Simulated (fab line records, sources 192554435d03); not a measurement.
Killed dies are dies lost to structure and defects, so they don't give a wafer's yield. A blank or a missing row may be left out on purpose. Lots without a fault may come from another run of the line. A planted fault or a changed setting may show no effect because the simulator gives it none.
Chamber matching | flow n5_finfet | N5_BEOL_M2_ETCH_70 on rie_diel-05: 4 sister chambers
The step etches SOC in N2/H2, target depth 80 nm, overetch 24 nm, time 130 s. 20 wafers are shown with their chamber, then 10 later ones without.

WAFERS WITH THEIR CHAMBER
wafer  | chamber | showerhead_plenum_p_Torr (Torr) | drypump_motor_current_A (A) | throttle_valve_pct (%)
L078.1 | 0       | 2.48                            | 5.9                         | 17.45
L078.4 | 1       | 2.58                            | 5.2                         | 18.08
L078.5 | 0       | 2.48                            | 5.9                         | 17.45
L084.2 | 3       | 2.64                            | 4.9                         | 17.95
L084.4 | 1       | 2.58                            | 5.2                         | 18.11
L084.5 | 0       | 2.48                            | 5.9                         | 17.45
L086.1 | 3       | 2.63                            | 4.8                         | 17.95
L086.2 | 1       | 2.58                            | 5.2                         | 18.12
L086.3 | 2       | 2.71                            | 5.5                         | 17.58
L088.1 | 1       | 2.58                            | 5.2                         | 18.12
L088.4 | 2       | 2.71                            | 5.5                         | 17.59
L088.6 | 3       | 2.63                            | 4.9                         | 17.94
L090.3 | 1       | 2.57                            | 5.2                         | 18.13
L090.4 | 3       | 2.63                            | 4.8                         | 17.96
L090.5 | 3       | 2.63                            | 4.8                         | 17.96
L089.2 | 1       | 2.57                            | 5.2                         | 18.13
L089.3 | 2       | 2.71                            | 5.5                         | 17.61
L089.5 | 1       | 2.57                            | 5.2                         | 18.14
L091.2 | 1       | 2.57                            | 5.2                         | 18.14
L091.4 | 3       | 2.63                            | 4.8                         | 17.96

SIGNATURES (means of the wafers above)
reading                  | chamber 0 | chamber 1 | chamber 2 | chamber 3 | scatter within a chamber
showerhead_plenum_p_Torr | 2.4800    | 2.5750    | 2.7100    | 2.6317    | 0.00421
drypump_motor_current_A  | 5.900     | 5.200     | 5.500     | 4.833     | 0.0289
throttle_valve_pct       | 17.4500   | 18.1212   | 17.5933   | 17.9533   | 0.0148
Rule: a wafer's distance from a chamber is the root of the sum, over the readings, of the square of ((its reading less the chamber's mean) divided by the reading's scatter). The wafer belongs to the nearest chamber; if the next one is less than 2 further off, it can't be placed. The scatter: the root of (the sum of the squares of (reading less its chamber's mean) over the shown wafers, divided by (wafers less chambers)).

WAFERS WITHOUT THEIR CHAMBER
wafer  | showerhead_plenum_p_Torr (Torr) | drypump_motor_current_A (A) | throttle_valve_pct (%)
L091.6 | 2.57                            | 5.2                         | 18.14
L092.2 | 2.63                            | 4.8                         | 17.96
L092.3 | 2.57                            | 5.2                         | 18.14
L092.5 | 2.57                            | 5.2                         | 18.13
L094.1 | 2.47                            | 5.9                         | 17.52
L094.3 | 2.70                            | 5.5                         | 17.62
L094.4 | 2.57                            | 5.2                         | 18.16
L093.1 | 2.47                            | 5.9                         | 17.50
L093.4 | 2.57                            | 5.2                         | 18.15
L093.6 | 2.57                            | 5.2                         | 18.15

WHICH CHAMBER EACH WENT THROUGH
wafer  | from the rows above | in truth
L091.6 | 1                   | 1
L092.2 | 3                   | 3
L092.3 | 1                   | 1
L092.5 | 1                   | 1
L094.1 | 0                   | 0
L094.3 | 2                   | 2
L094.4 | 1                   | 1
L093.1 | 0                   | 0
L093.4 | 1                   | 1
L093.6 | 1                   | 1
Placed correctly: 10 of 10. Can't be placed from these rows: 0. Placed wrongly: 0.
